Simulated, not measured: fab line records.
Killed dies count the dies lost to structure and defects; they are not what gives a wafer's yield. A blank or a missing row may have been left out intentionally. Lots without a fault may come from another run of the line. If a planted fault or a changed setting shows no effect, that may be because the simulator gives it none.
Chamber matching -- flow n5 finfet -- 4 sister chambers for N5_WELL_APT_DESCUM_30 on rie diel-01
The step chemistry O2, time 7.9 s. 8 wafers are shown with their chamber, then 8 later ones without.

## WAFERS PAIRED WITH THEIR CHAMBERS
wafer,chamber,showerhead plenum p Torr (Torr),drypump motor current A (A)
L083.1,3,2.15,4.9
L083.5,2,1.98,5.9
L084.1,2,1.98,6.0
L084.6,1,2.16,5.2
L090.4,0,2.06,5.5
L090.5,0,2.06,5.5
L090.6,3,2.15,4.9
L095.1,1,2.15,5.3

## WAFERS WITH NO CHAMBER GIVEN
wafer,showerhead plenum p Torr (Torr),drypump motor current A (A)
L095.3,2.14,4.9
L095.5,1.97,5.9
L096.1,1.97,6.0
L096.5,2.14,4.9
L096.6,1.97,6.0
L097.1,1.97,5.9
L097.3,2.15,5.2
L097.5,2.15,5.3

## WHICH CHAMBER EACH WENT THROUGH
wafer,from the rows above,in truth
L095.3,3,3
L095.5,2,2
L096.1,2,2
L096.5,3,3
L096.6,2,2
L097.1,2,2
L097.3,1,1
L097.5,1,1
Correct placement for 8 of the 8. Number that these rows cannot place: 0. Placed wrongly: 0.
How it was worked out, from the rows above alone: a wafer's distance from a chamber is the root of the sum, over the readings, of the square of ((its reading less the chamber's mean) divided by the reading's scatter). If the next closest chamber is less than 2 further off than the closest, the wafer can't be placed; otherwise it belongs to the closest. Each chamber's mean is taken over the wafers shown for it. The scatter is the square root of a quotient: the sum, over the shown wafers, of each reading's squared deviation from its chamber's mean, divided by wafers minus chambers.
